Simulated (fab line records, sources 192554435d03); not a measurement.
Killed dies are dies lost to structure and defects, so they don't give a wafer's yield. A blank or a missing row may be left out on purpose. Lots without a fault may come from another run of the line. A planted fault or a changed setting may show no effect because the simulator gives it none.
Chamber matching | flow n5_finfet | N5_BEOL_M10_ILD_DEP_00 on pecvd-01: 3 sister chambers
The step deposits SiCOH lowk from DEMS/porogen, target thk 308.51 nm, time 58 s. 6 wafers are shown with their chamber, then 7 later ones without.

WAFERS WITH THEIR CHAMBER
wafer  | chamber | throttle_valve_pct (%) | heater_power_w (W)
L079.6 | 1       | 13.6                   | 365
L084.1 | 1       | 13.5                   | 327
L084.3 | 0       | 14.0                   | 269
L084.6 | 2       | 12.6                   | 420
L091.1 | 2       | 12.5                   | 396
L091.3 | 0       | 13.9                   | 283

WAFERS WITHOUT THEIR CHAMBER
wafer  | throttle_valve_pct (%) | heater_power_w (W)
L091.4 | 12.5                   | 401
L093.1 | 13.6                   | 346
L093.4 | 13.4                   | 339
L093.5 | 12.5                   | 404
L095.1 | 12.6                   | 438
L095.3 | 13.9                   | 297
L095.4 | 13.5                   | 360

WHICH CHAMBER EACH WENT THROUGH
wafer  | from the rows above | in truth
L091.4 | 2                   | 2
L093.1 | 1                   | 1
L093.4 | 1                   | 1
L093.5 | 2                   | 2
L095.1 | 2                   | 2
L095.3 | 0                   | 0
L095.4 | 1                   | 1
Placed correctly: 7 of 7. Can't be placed from these rows: 0. Placed wrongly: 0.
How it was worked out, from the rows above alone: a wafer's distance from a chamber is the root of the sum, over the readings, of the square of ((its reading less the chamber's mean) divided by the reading's scatter). The wafer belongs to the nearest chamber; if the next one is less than 2 further off, it can't be placed. A chamber's mean is the mean of its shown wafers. The scatter: the root of (the sum of the squares of (reading less its chamber's mean) over the shown wafers, divided by (wafers less chambers)).
